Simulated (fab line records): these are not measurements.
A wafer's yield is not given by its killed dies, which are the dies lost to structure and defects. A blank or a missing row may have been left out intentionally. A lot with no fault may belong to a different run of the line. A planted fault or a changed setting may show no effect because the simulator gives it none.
fab line records -- flow n5_finfet
record: lots: 9, wafers: 24, last_day: 24
route steps=1938 shown SPACER0@260 SD_EPI_N@273 SD_EPI_P@304 SD_ACTIVATION@332 BEOL_M4@1111 PASSIVATION@1936
lots untouched by any fault: they come from a run of this same line in which no faults occurred
start_h: the number of hours between the record's first day and the start of the first shown wafer of the lot -- wait_h: hours from the lot's prior step to this one -- " identical to the entry in the row above -- L1.1+2: one row covering several wafers at once -- - no value present, or no start provided -- * or withheld: withheld -- < > ~ a bound
route shown NAME@n: names a module that has steps shown in the file, with the first one's number in the route -- usual: average and standard deviation across the fault-free wafers -- same: alike in all rows -- chamber/n: place in a boat -- sites: per-site readings -- _std_site: standard deviation across them -- _edge_site: inner sites' mean taken away from outer sites' mean -- radius_mm: for every site, how far away it sits from the centre of the wafer -- mask NAME#n: copy n -- behind: the last tool/chamber to shape the wafer -- hold: the reason the lot was held/the length of the hold in hours/how it ended -- device: names the non-switching transistor (n, p or np) -- end of line: the route-end tests of the same wafers -- where a step has no rows: the recipe by itself -- killed: at the first sort, the dies lost to defects and structure; wafer yield is something else -- map: per-die view of a wafer (x killed, . not killed, _ where there is no die)
set.NAME: setting as actually run; set.NAME@STEP: the setting as run at that earlier step -- model.NAME: the simulator's own value behind a step, which no gauge read
steps of the route over a sample of lots; a table a step, a row a wafer
services: the hour from which a tool's chamber was out of use, counted from the record's first day as start_h (under 0 if before that day), plus the number of hours and why
== steps ==
step: N5_SPACER0_ALD_08
recipe: material: SiNx, target_thk_a: 20, temp_c: 400, ald_precursor_family: SiH2I2, ald_co_reactant: N2/H2-plasma, pressure_torr: 2
usual: chamber_pressure_Torr: 2.000/0.0041, heater_power_w: 854/78
lot.wafer,tool,chamber,start_h,wait_h,chamber_pressure_Torr,heater_power_w,since_wet_clean_h
L611.2,ald_sin-04,1,68.41,0.1,1.999,754,349
L611.3,ald_sin-04,3,68.41,0.1,2.002,837,349
L611.6,ald_sin-04,1,68.41,0.1,2.000,749,-
L612.2,ald_sin-03,3,73.43,0.1,1.998,881,65
L612.4,ald_sin-03,0,73.43,0.1,1.996,956,65
L612.6,ald_sin-03,2,73.43,0.1,2.003,694,-
L613.1,ald_sin-04,0,78.40,0.1,2.000,944,359
L613.2,ald_sin-04,2,78.40,0.1,2.003,872,359
L613.3,ald_sin-04,3,78.40,0.1,1.988,832,359
L614.1,ald_sin-04,0,83.41,0.1,2.003,958,364
L614.5,ald_sin-04,2,83.41,0.1,2.002,880,-
L614.6,ald_sin-04,0,83.41,0.1,1.996,966,-
L627.3,ald_sin-03,0,164.03,0.1,2.005,949,156
L627.4,ald_sin-03,2,164.03,0.1,1.995,715,156
L628.4,ald_sin-02,3,172.13,0.1,2.000,790,269
L628.6,ald_sin-02,2,172.13,0.1,1.997,837,-
L629.4,ald_sin-04,3,173.73,0.1,1.995,859,73
L629.5,ald_sin-04,1,173.73,0.1,1.999,763,-
L629.6,ald_sin-04,2,173.73,0.1,1.998,859,-
L630.1,ald_sin-02,1,183.15,0.1,2.007,885,280
L630.2,ald_sin-02,0,183.15,0.1,2.001,773,280
L630.6,ald_sin-02,3,183.15,0.1,2.002,781,-
L631.1,ald_sin-04,1,190.59,0.1,1.998,773,90
L631.6,ald_sin-04,0,190.59,0.1,2.001,961,-
step: N5_SD_EPI_N_DESCUM_14
recipe: chemistry: O2, time_s: 7.9, source_power_w: 50, bias_power_w: 20, pressure_mtorr: 20, rf_frequency_hz: 2.712e+07, temp_c: 40, resist: CAR-ArF-block, o2_flow_sccm: 225
usual: drypump_motor_current_A: 5.8/0.42, oes_product_au: 0.76/0.067, rf_vpp_V: 243.0/1.4, showerhead_plenum_p_Torr: 2.09/0.085, throttle_valve_pct: 20.52/0.21
lot.wafer,tool,chamber,start_h,wait_h,drypump_motor_current_A,oes_product_au,rf_hours_counter_h,rf_vpp_V,showerhead_plenum_p_Torr,throttle_valve_pct
L611.2,rie_diel-03,2,68.93,0.0,5.9,0.77,150,242.0,2.00,20.22
L611.3,rie_diel-03,3,68.93,0.0,6.0,0.72,179,241.2,2.00,20.54
L611.6,rie_diel-03,3,68.93,0.0,6.0,0.72,-,242.4,2.00,20.52
L612.2,rie_diel-06,0,73.96,0.0,5.1,0.70,227,241.3,2.17,20.62
L612.4,rie_diel-06,3,73.96,0.0,6.0,0.81,92,241.4,1.94,20.45
L612.6,rie_diel-06,1,73.96,0.0,6.1,0.69,-,242.3,2.07,20.71
L613.1,rie_diel-06,1,79.04,0.0,6.1,0.70,218,243.8,2.07,20.72
L613.2,rie_diel-06,3,79.04,0.0,6.0,0.82,94,240.8,1.94,20.46
L613.3,rie_diel-06,0,79.04,0.0,5.1,0.70,229,244.1,2.17,20.63
L614.1,rie_diel-06,3,84.13,0.1,6.0,0.81,96,241.1,1.94,20.46
L614.5,rie_diel-06,2,84.13,0.1,5.1,0.77,-,243.1,2.10,20.71
L614.6,rie_diel-06,1,84.13,0.1,6.1,0.69,-,243.7,2.07,20.72
L627.3,rie_diel-02,3,164.68,0.0,5.2,1.01,0,244.0,2.16,20.39
L627.4,rie_diel-02,0,164.68,0.0,6.5,0.90,-,243.8,2.15,20.52
L628.4,rie_diel-06,2,172.90,0.2,5.1,0.76,-,241.9,2.09,20.77
L628.6,rie_diel-06,3,172.90,0.2,5.9,0.78,-,241.8,1.93,20.50
L629.4,rie_diel-03,3,174.27,0.0,6.0,0.70,217,241.1,1.99,20.59
L629.5,rie_diel-03,0,174.27,0.0,6.1,0.74,-,244.4,2.10,20.65
L629.6,rie_diel-03,1,174.27,0.0,5.5,0.78,-,244.3,2.19,20.21
L630.1,rie_diel-06,3,183.79,0.0,6.0,0.76,139,240.3,1.93,20.52
L630.2,rie_diel-06,2,183.79,0.0,5.1,0.75,175,243.5,2.09,20.77
L630.6,rie_diel-06,2,183.79,0.0,5.1,0.74,-,244.3,2.09,20.79
L631.1,rie_diel-03,3,191.77,0.6,6.0,0.69,223,241.5,1.98,20.59
L631.6,rie_diel-03,1,191.77,0.6,5.4,0.77,-,244.6,2.18,20.21
step: N5_SD_EPI_N_EPI_21
recipe: material: Si:P, dopant: P, temp_c: 680, pressure_torr: 255, time_s: 690
usual: chamber_pressure_Torr: 254.9/0.56
lot.wafer,tool,chamber,start_h,wait_h,chamber_pressure_Torr
L611.2,epi_rpcvd-03,0,70.88,0.4,255.6
L611.3,epi_rpcvd-03,0,70.88,0.4,254.6
L611.6,epi_rpcvd-03,0,70.88,0.4,254.5
L612.2,epi_rpcvd-03,0,75.92,0.4,255.1
L612.4,epi_rpcvd-03,0,75.92,0.4,255.7
L612.6,epi_rpcvd-03,0,75.92,0.4,255.7
L613.1,epi_rpcvd-03,0,80.72,0.1,255.3
L613.2,epi_rpcvd-03,0,80.72,0.1,254.6
L613.3,epi_rpcvd-03,0,80.72,0.1,254.7
L614.1,epi_rpcvd-03,0,85.83,0.1,253.9
L614.5,epi_rpcvd-03,0,86.95,1.1,255.2
L614.6,epi_rpcvd-03,0,86.95,1.1,254.1
L627.3,epi_rpcvd-02,0,166.91,0.7,255.4
L627.4,epi_rpcvd-02,0,166.91,0.7,255.5
L628.4,epi_rpcvd-02,0,175.40,0.9,254.7
L628.6,epi_rpcvd-02,0,175.40,0.9,255.2
L629.4,epi_rpcvd-01,0,176.79,0.9,255.2
L629.5,epi_rpcvd-01,0,176.79,0.9,254.6
L629.6,epi_rpcvd-01,0,176.79,0.9,254.9
L630.1,epi_rpcvd-01,0,185.47,0.1,255.2
L630.2,epi_rpcvd-01,0,185.47,0.1,255.0
L630.6,epi_rpcvd-01,0,186.87,1.4,255.5
L631.1,epi_rpcvd-03,0,193.62,0.2,255.6
L631.6,epi_rpcvd-03,0,195.49,1.9,255.2
step: N5_SD_EPI_N_EPI_MEAS_23
recipe: mode: xrd
usual: thk_nm: 59.3/1.2
lot.wafer,tool,chamber,start_h,wait_h,thk_nm
L611.2,film_metro-02,-,72.32,1.2,61.4
L611.3,film_metro-02,-,72.32,1.2,59.1
L611.6,film_metro-02,-,72.32,1.2,60.6
L612.2,film_metro-02,-,77.36,1.2,59.2
L612.4,film_metro-02,-,77.36,1.2,58.3
L612.6,film_metro-02,-,77.36,1.2,59.4
L613.1,film_metro-01,-,82.43,1.4,67.3
L613.2,film_metro-01,-,82.43,1.4,65.8
L613.3,film_metro-01,-,82.43,1.4,65.3
L614.1,film_metro-02,-,87.55,1.4,68.6
L614.5,film_metro-02,-,87.55,1.4,65.2
L614.6,film_metro-02,-,87.55,1.4,67.7
L627.3,film_metro-01,-,168.09,0.9,61.8
L627.4,film_metro-01,-,168.09,0.9,60.8
L628.4,film_metro-01,-,176.28,0.6,58.2
L628.6,film_metro-01,-,176.28,0.6,60.0
L629.4,film_metro-01,-,177.67,0.6,57.9
L629.5,film_metro-01,-,177.67,0.6,58.2
L629.6,film_metro-01,-,177.67,0.6,59.2
L630.1,film_metro-02,-,187.20,1.5,59.6
L630.2,film_metro-02,-,187.20,1.5,58.9
L630.6,film_metro-02,-,187.20,1.5,59.4
L631.1,film_metro-01,-,195.90,1.9,56.8
L631.6,film_metro-01,-,195.90,1.9,59.2
step: N5_SD_EPI_P_OVL_MEAS_10
recipe: points_per_wafer: 44
usual: SD_P_BLK_OVL: -0.4/0.8
lot.wafer,tool,chamber,start_h,wait_h,SD_P_BLK_OVL[nm]
L611.2,overlay-02,0,73.30,0.0,-0.5
L611.3,overlay-02,0,73.30,0.0,-0.7
L611.6,overlay-02,0,73.30,0.0,-0.3
L612.2,overlay-01,0,78.23,0.0,-1.2
L612.4,overlay-01,0,78.23,0.0,-0.5
L612.6,overlay-01,0,78.23,0.0,-0.2
L613.1,overlay-01,0,83.42,0.0,1.0
L613.2,overlay-01,0,83.42,0.0,0.3
L613.3,overlay-01,0,83.42,0.0,0.0
L614.1,overlay-02,0,88.87,0.0,-0.9
L614.5,overlay-02,0,88.87,0.0,-0.5
L614.6,overlay-02,0,88.87,0.0,0.2
L627.3,overlay-02,0,169.08,0.0,1.0
L627.4,overlay-02,0,169.08,0.0,0.3
L628.4,overlay-01,0,177.26,0.0,-0.1
L628.6,overlay-01,0,177.26,0.0,-2.3
L629.4,overlay-02,0,178.74,0.0,0.4
L629.5,overlay-02,0,178.74,0.0,-0.2
L629.6,overlay-02,0,178.74,0.0,-0.3
L630.1,overlay-02,0,188.13,0.0,0.5
L630.2,overlay-02,0,188.13,0.0,0.7
L630.6,overlay-02,0,188.13,0.0,-0.3
L631.1,overlay-02,0,196.88,0.0,2.1
L631.6,overlay-02,0,196.88,0.0,0.4
step: N5_SD_ACTIVATION_RS_MEAS_03
recipe: thk_meas_gauge: four-point-probe
usual: RS_SD_N: 21.81/0.3, RS_SD_P: 56.2/0.84
lot.wafer,tool,chamber,start_h,wait_h,RS_SD_N[ohm/sq],RS_SD_P[ohm/sq]
L611.2,film_metro-02,-,77.55,0.2,21.64,55.6
L611.3,film_metro-02,-,77.55,0.2,22.02,56.0
L611.6,film_metro-02,-,77.55,0.2,22.14,56.3
L612.2,film_metro-02,-,82.46,0.2,22.02,57.1
L612.4,film_metro-02,-,82.46,0.2,21.81,58.2
L612.6,film_metro-02,-,82.46,0.2,22.02,57.3
L613.1,film_metro-01,-,87.68,0.2,19.51,56.7
L613.2,film_metro-01,-,87.68,0.2,19.56,56.3
L613.3,film_metro-01,-,87.68,0.2,19.67,56.1
L614.1,film_metro-01,-,93.08,0.2,19.44,58.6
L614.5,film_metro-01,-,93.08,0.2,19.36,58.0
L614.6,film_metro-01,-,93.08,0.2,19.69,58.2
L627.3,film_metro-01,-,173.33,0.2,22.27,56.5
L627.4,film_metro-01,-,173.33,0.2,21.56,56.3
L628.4,film_metro-02,-,181.53,0.1,22.07,55.9
L628.6,film_metro-02,-,181.53,0.1,21.66,56.1
L629.4,film_metro-01,-,183.57,0.1,22.05,55.9
L629.5,film_metro-01,-,183.57,0.1,22.27,55.4
L629.6,film_metro-01,-,183.57,0.1,22.08,55.4
L630.1,film_metro-02,-,192.86,0.2,21.85,56.1
L630.2,film_metro-02,-,192.86,0.2,21.81,55.1
L630.6,film_metro-02,-,192.86,0.2,21.68,54.3
L631.1,film_metro-01,-,201.98,0.2,22.04,57.2
L631.6,film_metro-01,-,201.98,0.2,22.16,57.2
step: N5_BEOL_M4_RC_MEAS_101
usual: DIBL_N: 35.8/1.6, DIBL_P: 35.6/2, IOFF_N: 0.15/0.031, IOFF_P: 0.20/0.033, ION_N: 668/12, ION_P: 459/6.8, RS_SD_N: 28.3/0.36, SS_N: 71.4/0.53, SS_P: 73.1/0.63, VT_N: 250/3.5, VT_P: -251/3
lot.wafer,tool,chamber,start_h,wait_h,DIBL_N[mV/V],DIBL_P[mV/V],IOFF_N[nA/um],IOFF_P[nA/um],ION_N[uA/um],ION_P[uA/um],RS_SD_N[ohm/sq],SS_N[mV/dec],SS_P[mV/dec],VT_N[mV],VT_P[mV]
L612.2,prober-01,0,316.64,0.2,33.3,32.8,0.11,0.16,662,455,28.4,71.1,72.4,254,-253
L612.4,prober-01,0,316.64,0.2,34.9,34.0,0.13,0.17,662,452,28.3,71.9,72.8,253,-253
L612.6,prober-01,0,316.64,0.2,34.7,33.7,0.12,0.18,667,458,28.7,71.4,73.2,253,-254
L611.2,prober-02,0,332.25,0.2,35.0,34.9,0.13,0.16,664,447,28.1,71.4,72.5,252,-256
L611.3,prober-02,0,332.25,0.2,37.2,37.6,0.18,0.21,681,462,28.5,71.7,73.3,248,-254
L611.6,prober-02,0,332.25,0.2,33.3,33.1,0.12,0.15,653,454,28.7,71.0,72.2,254,-256
L613.1,prober-01,0,353.06,0.0,35.7,34.5,0.15,0.21,675,464,25.4,71.4,72.7,246,-250
L613.2,prober-01,0,353.06,0.0,34.6,32.7,0.13,0.18,670,461,25.4,71.2,72.6,251,-251
L613.3,prober-01,0,353.06,0.0,37.6,36.9,0.18,0.25,674,468,25.3,71.7,73.6,249,-246
L614.1,prober-02,0,360.48,0.0,36.1,32.6,0.14,0.18,662,455,25.3,72.2,73.0,250,-251
L614.5,prober-02,0,360.48,0.0,38.3,34.5,0.16,0.21,661,450,25.3,72.0,73.9,249,-250
L614.6,prober-02,0,360.48,0.0,38.4,35.5,0.17,0.22,673,461,25.4,72.3,73.8,245,-249
L627.3,prober-01,0,434.71,0.3,38.3,38.7,0.21,0.26,685,470,28.2,71.5,73.5,246,-245
L627.4,prober-01,0,434.71,0.3,33.9,33.4,0.12,0.17,672,462,27.8,70.7,72.6,252,-253
L629.4,prober-01,0,436.59,0.5,37.5,36.4,0.16,0.21,662,455,28.7,71.3,73.1,249,-249
L629.5,prober-01,0,436.59,0.5,35.8,35.5,0.14,0.20,659,462,28.8,70.8,73.3,252,-251
L629.6,prober-01,0,436.59,0.5,38.9,38.6,0.19,0.24,670,460,28.7,71.8,73.6,248,-247
L628.4,prober-01,0,460.39,0.5,37.8,36.4,0.16,0.20,659,456,28.6,72.2,74.3,248,-253
L628.6,prober-01,0,460.39,0.5,35.0,33.0,0.11,0.16,663,457,27.9,71.0,72.4,254,-254
L630.1,prober-02,0,461.43,0.0,35.9,35.3,0.15,0.19,686,472,28.4,71.0,72.7,247,-250
L630.2,prober-02,0,461.43,0.0,35.6,34.6,0.13,0.19,659,458,28.5,71.7,72.8,251,-251
L630.6,prober-02,0,461.43,0.0,33.5,32.1,0.10,0.15,648,450,28.0,71.4,72.0,256,-255
L631.1,prober-01,0,468.03,0.0,38.3,39.7,0.23,0.28,708,480,28.4,71.9,73.8,243,-245
L631.6,prober-01,0,468.03,0.0,38.3,39.2,0.22,0.27,685,465,28.5,71.4,74.4,244,-244
step: N5_PASSIVATION_PROBE_49
usual: defect_limited_yield: 90.7/1.5, killed_at_M0_to_M3: 38/11, killed_at_M4_up: 15/5.5, killed_at_contacts: 12/6, killed_at_front_end: 41/11, killed_at_other: 3.5/2.7, killed_dies: 110/18, killed_open: 72/13, killed_short: 35/8.7, sort_bin_5_function: 5.5/1.1, sort_bin_6_memory: 3.4/0.63, sort_n_pass: 1070/18, sort_yield_pct: 90.7/1.5
same: gross_dies: 1180, killed_at_back_side: 0, sort_bin_4_leakage[%]: 0, sort_bin_8_speed[%]: 0
lot.wafer,tool,chamber,start_h,wait_h,defect_limited_yield[%],killed_at_M0_to_M3,killed_at_M4_up,killed_at_contacts,killed_at_front_end,killed_at_other,killed_dies,killed_open,killed_short,sort_bin_5_function[%],sort_bin_6_memory[%],sort_n_pass,sort_yield_pct[%]
L614.1,prober-02,-,474.68,0.0,89.3,49,14,20,37,6,126,78,46,6.2,3.9,1054,89.3
L614.5,prober-02,-,474.88,0.2,90.6,49,16,7,32,7,111,74,34,5.9,3.3,1069,90.6
L614.6,prober-02,-,474.93,0.3,88.3,42,18,25,49,4,138,83,55,7.4,3.7,1042,88.3
L628.4,prober-01,-,564.55,0.2,91.5,23,16,15,39,7,100,69,31,5.0,3.3,1080,91.5
L628.6,prober-01,-,564.65,0.3,92.4,23,18,12,28,9,90,53,37,4.3,3.0,1090,92.4
killed by level:class
L614.1 MOL_CONTACT_COAG:geometric_particle:open=16 BEOL_M0_SAQP:geometric_particle:open=16 FIN_SAQP:geometric_particle:short=10 DUMMY_GATE:geometric_particle:open=9 BEOL_M0_SAQP:geometric_particle:short=9 BEOL_M2:geometric_particle:open=7 BEOL_M1:geometric_particle:short=5 GATE_CUT:geometric_particle:short=4
L614.5 BEOL_M0_SAQP:geometric_particle:open=13 BEOL_M0_SAQP:geometric_particle:short=10 FIN_SAQP:geometric_particle:open=9 MOL_CONTACT_COAG:geometric_particle:open=7 BEOL_M1:geometric_particle:open=7 BEOL_M4:geometric_particle:open=7 STI_FIN_REVEAL:geometric_particle:open=6 BEOL_M2:geometric_particle:open=5
L614.6 MOL_CONTACT_COAG:geometric_particle:open=20 FIN_SAQP:geometric_particle:short=13 FIN_SAQP:geometric_particle:open=10 BEOL_M2:geometric_particle:open=8 BEOL_M0_SAQP:geometric_particle:short=8 GATE_CUT:geometric_particle:short=6 BEOL_M4:geometric_particle:open=6 BEOL_M2:geometric_particle:short=6
L628.4 MOL_CONTACT_COAG:geometric_particle:open=13 STI_FIN_REVEAL:geometric_particle:open=11 FIN_SAQP:geometric_particle:open=8 BEOL_M0_SAQP:geometric_particle:short=7 BEOL_M0_SAQP:geometric_particle:open=6 BEOL_M4:geometric_particle:open=6 FIN_SAQP:geometric_particle:short=5 BEOL_M2:geometric_particle:open=4
L628.6 MOL_CONTACT_COAG:geometric_particle:open=10 GATE_CUT:geometric_particle:open=6 FIN_SAQP:geometric_particle:short=5 BEOL_M3:geometric_particle:open=5 BEOL_M0_SAQP:geometric_particle:short=5 BEOL_M5:geometric_particle:open=5 STI_FIN_REVEAL:geometric_particle:open=4 BEOL_M4:geometric_particle:open=4
== services ==
tool,chamber,start_h,hours,kind
rie_diel-03,0,51.68,3.3,repair
ald_sin-04,1,68.62,30.8,repair
rie_diel-06,2,75.00,5.8,repair
rie_diel-02,-,76.12,2.8,pm
ald_sin-04,-,86.61,14.0,pm
ald_sin-04,0,86.61,17.3,vent_cycle
ald_sin-04,2,86.61,14.0,vent_cycle
ald_sin-04,3,86.61,14.0,vent_cycle
rie_diel-02,1,91.09,4.2,repair
ald_sin-04,1,100.61,-,clean
ald_sin-04,2,100.61,-,clean
ald_sin-04,3,100.61,-,clean
ald_sin-04,-,130.19,2.8,pm
rie_diel-02,0,135.23,8.0,repair
rie_diel-06,2,137.78,10.1,repair
rie_diel-06,0,148.07,-,clean
rie_diel-06,0,148.07,-,consumable_replace:focus_ring
rie_diel-06,0,148.07,25.2,scheduled_down
rie_diel-06,0,148.07,25.2,vent_cycle
epi_rpcvd-01,-,162.09,2.8,pm
epi_rpcvd-02,-,163.97,0.8,pm
rie_diel-06,1,178.68,8.3,repair
rie_diel-06,1,187.14,-,clean
rie_diel-06,0,190.59,13.1,repair
== key ==
first_sign: step: N5_SD_EPI_N_EPI_MEAS_23, reading: thk_nm, direction: up, sigmas: 6.1, usual: *, struck: *
effect: step: N5_SD_ACTIVATION_RS_MEAS_03, reading: RS_SD_N, direction: down, sigmas: 7.6, usual: 21.81, struck: 19.54
effect: step: N5_BEOL_M4_RC_MEAS_101, reading: RS_SD_N, direction: down, sigmas: 8.2, usual: 28.3, struck: 25.3
met_at N5_SD_EPI_N_EPI_21
struck_lots L613,L614
not_acting_at N5_SPACER0_ALD_08,N5_SD_EPI_N_DESCUM_14,N5_SD_EPI_P_OVL_MEAS_10
onset_between 75.92 80.72
fault: kind: process_parameter_drift, tool: epi_rpcvd-03, chamber: -, onset_h: 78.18, steps: N5_SD_EPI_N_EPI_21, channel: time_s, offset: *, shape: step, end_h: 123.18, acts_in: *, stated: *
